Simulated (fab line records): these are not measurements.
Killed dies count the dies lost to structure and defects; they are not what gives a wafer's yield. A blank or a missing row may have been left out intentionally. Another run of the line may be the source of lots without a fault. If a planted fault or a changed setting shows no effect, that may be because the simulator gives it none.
3 desks looking at one fault / flow n5_finfet / only its own numbers are on each desk; what lay behind them is given at the end

FOR THE TOOL OWNER'S DESK: pecvd-02
The tool's own readings at N5_BEOL_M0_SAQP_HM_DEP_111 (deposits SiO2 from SiH4/N2O, target thk 12 nm, time 7.2 s): means of the sampled wafers that have a number, for each lot that ran on this tool. Marked OUT: a lot whose mean sits more than 4 standard deviations from the usual mean, which makes it out of limits; the brackets give that distance.
Columns: A = chamber_pressure_Torr at N5_BEOL_M0_SAQP_HM_DEP_111, usual 0.7501 Torr; B = heater_power_outer_w at N5_BEOL_M0_SAQP_HM_DEP_111, usual 440 W; C = heater_power_w at N5_BEOL_M0_SAQP_HM_DEP_111, usual 727 W; D = showerhead_plenum_p_Torr at N5_BEOL_M0_SAQP_HM_DEP_111, usual 8.12 Torr
lot=L799; first seen here=day 9 10:21; A=0.7500; B=481; C=763; D=8.22
lot=L802; first seen here=day 9 16:17; A=0.7501; B=444; C=731; D=8.23
lot=L807; first seen here=day 11 06:27; A=0.7496; B=407; C=665; D=8.23
This desk's finding: nothing out of limits on any of the 3 lots.

FROM THE METROLOGY DESK
Means of the sampled wafers that have a number, per lot and without regard to the tool the lot ran on: this is what the gauges read. Marked OUT: a lot whose mean sits more than 4 standard deviations from the usual mean, which makes it out of limits; the brackets give that distance. Shown here are 7 of its 12 readings, the ones lying furthest out on some lot.
Columns: A = VIA_MOL_THK at N5_MOL_CONTACT_COAG_THK_MEAS_53, usual 43.8 nm; B = IOFF_N at N5_BEOL_M4_RC_MEAS_101, usual 0.16 nA/um; C = IOFF_P at N5_BEOL_M4_RC_MEAS_101, usual 0.22 nA/um; D = ION_N at N5_BEOL_M4_RC_MEAS_101, usual 673 uA/um; E = ION_P at N5_BEOL_M4_RC_MEAS_101, usual 463 uA/um; F = VT_N at N5_BEOL_M4_RC_MEAS_101, usual 249 mV; G = VT_P at N5_BEOL_M4_RC_MEAS_101, usual -249 mV
lot=L787; first seen here=day 5 23:04; A=43.9; B=0.15; C=0.22; D=669; E=462; F=249; G=-251
lot=L788; first seen here=day 6 00:53; A=43.3; B=0.14; C=0.22; D=665; E=463; F=255; G=-249
lot=L790; first seen here=day 6 10:30; A=42.4; B=0.15; C=0.20; D=677; E=467; F=249; G=-250
lot=L791; first seen here=day 6 20:38; A=45.3; B=0.19; C=0.23; D=679; E=458; F=246; G=-250
lot=L792; first seen here=day 7 06:46; A=43.7; B=0.14; C=0.17; D=659; E=452; F=253; G=-252
lot=L793; first seen here=day 7 07:23; A=44.6; B=-; C=-; D=-; E=-; F=-; G=-
lot=L794; first seen here=day 7 11:36; A=43.7; B=-; C=-; D=-; E=-; F=-; G=-
lot=L800; first seen here=day 8 23:47; A=43.0; B=0.16; C=0.21; D=671; E=459; F=248; G=-250
lot=L799; first seen here=day 9 06:07; A=43.1; B=0.16; C=0.24; D=674; E=464; F=251; G=-248
lot=L801; first seen here=day 9 07:01; A=44.5; B=0.17; C=0.22; D=683; E=471; F=247; G=-252
lot=L802; first seen here=day 9 09:52; A=43.9; B=0.18; C=0.25; D=669; E=462; F=247; G=-247
lot=L806; first seen here=day 10 20:02; A=44.0; B=0.22; C=0.32; D=697; E=484; F=244; G=-242
lot=L807; first seen here=day 10 20:07; A=44.4; B=0.16; C=0.21; D=668; E=459; F=249; G=-250
lot=L808; first seen here=day 11 01:43; A=43.1; B=0.14; C=0.22; D=669; E=465; F=250; G=-247
This desk's finding: nothing out of limits on any of the 14 lots.

THE DEFECT DESK
Counts from the inspections along the route, per lot, as means over the sampled wafers that have a number. Marked OUT: a lot whose mean sits more than 4 standard deviations from the usual mean, which makes it out of limits; the brackets give that distance.
Columns: A = raw_defect_count at N5_BEOL_M0_SAQP_INSPECT_16, usual 495
lot=L787; first seen here=day 6 03:46; A=458
lot=L788; first seen here=day 6 06:24; A=542
lot=L790; first seen here=day 6 15:48; A=523
lot=L791; first seen here=day 7 00:59; A=520
lot=L792; first seen here=day 7 11:52; A=405
lot=L793; first seen here=day 7 14:07; A=342
lot=L794; first seen here=day 7 17:30; A=533
lot=L800; first seen here=day 9 04:34; A=670
lot=L799; first seen here=day 9 10:51; A=394
lot=L801; first seen here=day 9 14:52; A=417
lot=L802; first seen here=day 9 16:40; A=614
lot=L806; first seen here=day 11 02:00; A=611
lot=L807; first seen here=day 11 06:57; A=526
lot=L808; first seen here=day 11 07:46; A=632
This desk's finding: nothing out of limits on any of the 14 lots.

BROUGHT TOGETHER
The desk of the tool owner found nothing out of limits.
The metrology desk saw nothing out of limits.
Nothing the defect desk looked at was out of limits.

WHAT HAD BEEN PUT IN BY THE SIMULATOR
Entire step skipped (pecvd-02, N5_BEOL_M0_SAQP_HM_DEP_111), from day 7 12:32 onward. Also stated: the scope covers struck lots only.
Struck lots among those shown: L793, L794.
